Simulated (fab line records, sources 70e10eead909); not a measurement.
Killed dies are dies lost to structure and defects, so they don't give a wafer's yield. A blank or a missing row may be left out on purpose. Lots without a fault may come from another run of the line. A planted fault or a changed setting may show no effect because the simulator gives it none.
Chamber matching | flow nand_harc | NHARC_P_CONTACT_DEP_30 on pecvd-02: 3 sister chambers
The step deposits SiNx, target thk 30 nm. 6 wafers are shown with their chamber, then 7 later ones without.

WAFERS WITH THEIR CHAMBER
wafer  | chamber | heater_power_outer_w (W) | heater_power_w (W)
L085.4 | 1       | 455                      | 776
L089.6 | 0       | 415                      | 666
L088.4 | 1       | 389                      | 675
L088.6 | 0       | 506                      | 802
L090.2 | 2       | 558                      | 921
L090.4 | 2       | 551                      | 908

WAFERS WITHOUT THEIR CHAMBER
wafer  | heater_power_outer_w (W) | heater_power_w (W)
L090.5 | 480                      | 760
L091.2 | 467                      | 755
L091.3 | 567                      | 968
L091.5 | 590                      | 975
L094.1 | 439                      | 695
L094.4 | 609                      | 985
L094.5 | 441                      | 700

WHICH CHAMBER EACH WENT THROUGH
wafer  | from the rows above     | in truth
L090.5 | can't be placed: 0 or 1 | 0
L091.2 | can't be placed: 0 or 1 | 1
L091.3 | 2                       | 2
L091.5 | 2                       | 2
L094.1 | can't be placed: 1 or 0 | 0
L094.4 | 2                       | 2
L094.5 | can't be placed: 1 or 0 | 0
Placed correctly: 3 of 7. Can't be placed from these rows: 4 (the true chamber is among the candidates in 4). Placed wrongly: 0.
How it was worked out, from the rows above alone: a wafer's distance from a chamber is the root of the sum, over the readings, of the square of ((its reading less the chamber's mean) divided by the reading's scatter). The wafer belongs to the nearest chamber; if the next one is less than 2 further off, it can't be placed. A chamber's mean is the mean of its shown wafers. The scatter: the root of (the sum of the squares of (reading less its chamber's mean) over the shown wafers, divided by (wafers less chambers)).
